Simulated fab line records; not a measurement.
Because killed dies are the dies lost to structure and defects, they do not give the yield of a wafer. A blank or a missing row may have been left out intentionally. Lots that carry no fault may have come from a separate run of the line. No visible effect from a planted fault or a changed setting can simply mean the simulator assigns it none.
A struck lot beside a sound one | flow n5Finfet | 25 out of 1938 route steps
Sound: the wafers L888.1, L888.3, L888.5. Wafers struck: L897.1, L897.3, L897.6. Last of all comes the cause.
Per side, at each step with rows, come the tool, then ch with its chambers, and then its first start. Under that, the readings that differ: sound wafers | struck wafers | difference of the means | sigmas: that difference in standard deviations of wafers without a fault.
alike: readings whose means differ by less than 2 such deviations, and words and numbers that are the same on both sides. not compared: withheld readings, readings that some wafer has no value for, bounds like >300 that may hide the same value, and numbers for which the record gives no deviation and whose values overlap.
The two part at a step that has a row with sigmas, a row that says differs or no value, or rows on one side only. Non-overlapping numbers with no deviation appear without sigmas and do not part them. A reading missing from all wafers of one side parts the sides only when that side holds two or more wafers.

N5_BEOL_M7_THK_MEAS_53: measures by xrf.
  struck on filmMetro-01, day 12 07:37; sound on filmMetro-02, day 9 18:36
  alike: M7_THK
then, 1 step without rows for these wafers: N5_BEOL_M7_PRE_CLEAN_55 (time 15 s).
N5_BEOL_M7_DEP_56: deposits SiCN from 3MS/NH3, target thk 10 nm, time 17.5 s.
  sound on pecvd-04 ch 0,1,2, day 9 18:40; struck on pecvd-04 ch 0,2, day 12 07:41
  alike: showerheadPlenumPTorr, throttleValvePct
N5_BEOL_M7_RS_MEAS_57: uses a four-point probe to measure.
  struck on filmMetro-02, day 12 07:45; sound on filmMetro-02, day 9 18:44
  alike: M7_RS
N5_BEOL_M7_INSPECT_58: inspects for defects (darkfield).
  struck on defectInspect-02, day 12 07:46; sound on defectInspect-01, day 9 18:46
  alike: rawDefectCount
N5_BEOL_M8_ILD_DEP_00: deposits SiCOH lowk from DEMS/porogen, target thk 179.75 nm, time 33.4 s.
  sound on pecvd-03 ch 0,1, day 9 18:48; struck on pecvd-04 ch 1,2, day 12 07:49
reading                      | sound             | struck            | difference | sigmas
showerheadPlenumPTorr (Torr) | 5.743 5.757 5.765 | 5.739 5.706 5.691 | -0.043     | -3
  alike: heaterPowerW, throttleValvePct
then, 1 step without rows for these wafers: N5_BEOL_M8_CURE_74 (cures SiCOH lowk, time 240 s).
N5_BEOL_M8_THK_MEAS_01:
  struck on filmMetro-02, day 12 08:23; sound on filmMetro-02, day 9 19:22
  alike: M8_ILD_THK
N5_BEOL_M8_PECVD_70: deposits SiO2 from TEOS/O2, target thk 20 nm, time 22.7 s.
  sound on pecvd-04 ch 0,1, day 9 19:25; struck on pecvd-01 ch 0,2, day 12 08:25
  alike: heaterPowerW, showerheadPlenumPTorr, throttleValvePct
N5_BEOL_M8_HM_DEP_02: deposits TiN, target thk 20 nm.
  struck on pvdSputter-01, day 12 09:14; sound on pvdSputter-01, day 9 21:03
  alike: substrateTempC, throttleValvePct
then, 2 steps without rows for these wafers: N5_BEOL_M8_COAT_59 (time 60 s, resist thk 100 nm); N5_BEOL_M8_COAT_60 (time 60 s, resist thk 35 nm).
N5_BEOL_M8_COAT_05: resist thk 90 nm.
  sound on lithoTrack-01 ch 0, day 9 21:11; struck on lithoTrack-04 ch 0, day 12 09:22
reading                                     | sound                | struck               | difference | sigmas
exhaustPa (Pa)                              | 46.5 45.1 46.2       | 44.1 43.8 43.5       | -2.1       | -2
spinSpeedRpm (rpm)                          | 1500.3 1501.6 1500.8 | 1340.4 1338.4 1339.0 | -161.6     | -99 or more
model.CAR-ArF_of_BEOL_M8_COAT_05.thkNm (nm) | 89.8 89.8 90.2       | 95.4 95.6 95.4       | +5.5       | 
then, 5 steps without rows for these wafers: N5_BEOL_M8_EBR_07; N5_BEOL_M8_SOFTBAKE_06 (time 60 s); N5_BEOL_M8_EXPOSE_08 (exposes mask M8); N5_BEOL_M8_PEB_09 (peb time 60 s); N5_BEOL_M8_DEVELOP_10 (develop time 30 s).
N5_BEOL_M8_CD_MEAS_11: target cd 38.5 nm.
  sound on cdSem-03 ch 0, day 9 21:26; struck on cdSem-03 ch 0, day 12 09:43
  alike: cdNm
N5_BEOL_M8_OVL_MEAS_12:
  sound on overlay-01 ch 0, day 9 21:28; struck on overlay-01 ch 0, day 12 09:45
  alike: M8_OVL
N5_BEOL_M8_INSPECT_13: inspects for defects (brightfield).
  struck on defectInspect-02, day 12 09:47; sound on defectInspect-01, day 9 21:29
  alike: rawDefectCount
then, 1 step without rows for these wafers: N5_BEOL_M8_DESCUM_16 (chemistry O2, time 7.9 s).
N5_BEOL_M8_ETCH_61: etches SiARC in CF4, target depth 45.5 nm, time 75.8 s.
  sound on rieDiel-06 ch 1,2, day 9 21:33; struck on rieDiel-03 ch 0,1,3, day 12 10:01
reading                                     | sound      | struck         | difference | sigmas
model.CAR-ArF_of_BEOL_M8_COAT_05.thkNm (nm) | 51 51 51.4 | 56.4 56.6 56.4 | +5.3       | 
  alike: drypumpMotorCurrentA, etchRfOnTimeS, mfcArSccm, oesProductAu, rfVppV, showerheadPlenumPTorr, throttleValvePct
  not compared: rfHoursCounterH
N5_BEOL_M8_ETCH_62: etches SOC in N2/H2, target depth 110 nm, overetch 22 nm, time 165 s.
  sound on rieDiel-06 ch 1,2, day 9 21:37; struck on rieDiel-03 ch 0,1,3, day 12 10:04
  alike: drypumpMotorCurrentA, oesProductAu, rfVppV, showerheadPlenumPTorr, throttleValvePct
  not compared: rfHoursCounterH
-- here the record skips 3 days between the struck wafers' starts before and after, leaving off in module BEOL_M8 and picking up in module PASSIVATION (first step shown: number 1936 of the route) --
N5_PASSIVATION_PROBE_49:
  struck on prober-01, day 15 05:41; sound on prober-02, day 12 15:14
  alike: defectLimitedYield, killed_at_M0_to_M3, killed_at_M4_up, killedAtContacts, killedAtFrontEnd, killedAtOther, killedDies, killedOnRim, killedOpen, killedShort, sort_bin_5_function, sort_bin_6_memory, sort_bin_8_speed, sortNPass, sortYieldPct

WHERE THEY PART
Earliest at N5_BEOL_M8_ILD_DEP_00; latest, in this record, at N5_BEOL_M8_COAT_05. Later steps at which nothing parts them and some readings are alike: N5_BEOL_M8_CD_MEAS_11, N5_BEOL_M8_OVL_MEAS_12, N5_BEOL_M8_INSPECT_13, N5_BEOL_M8_ETCH_61, N5_BEOL_M8_ETCH_62, N5_PASSIVATION_PROBE_49.

WHY: what had been put in by the simulator
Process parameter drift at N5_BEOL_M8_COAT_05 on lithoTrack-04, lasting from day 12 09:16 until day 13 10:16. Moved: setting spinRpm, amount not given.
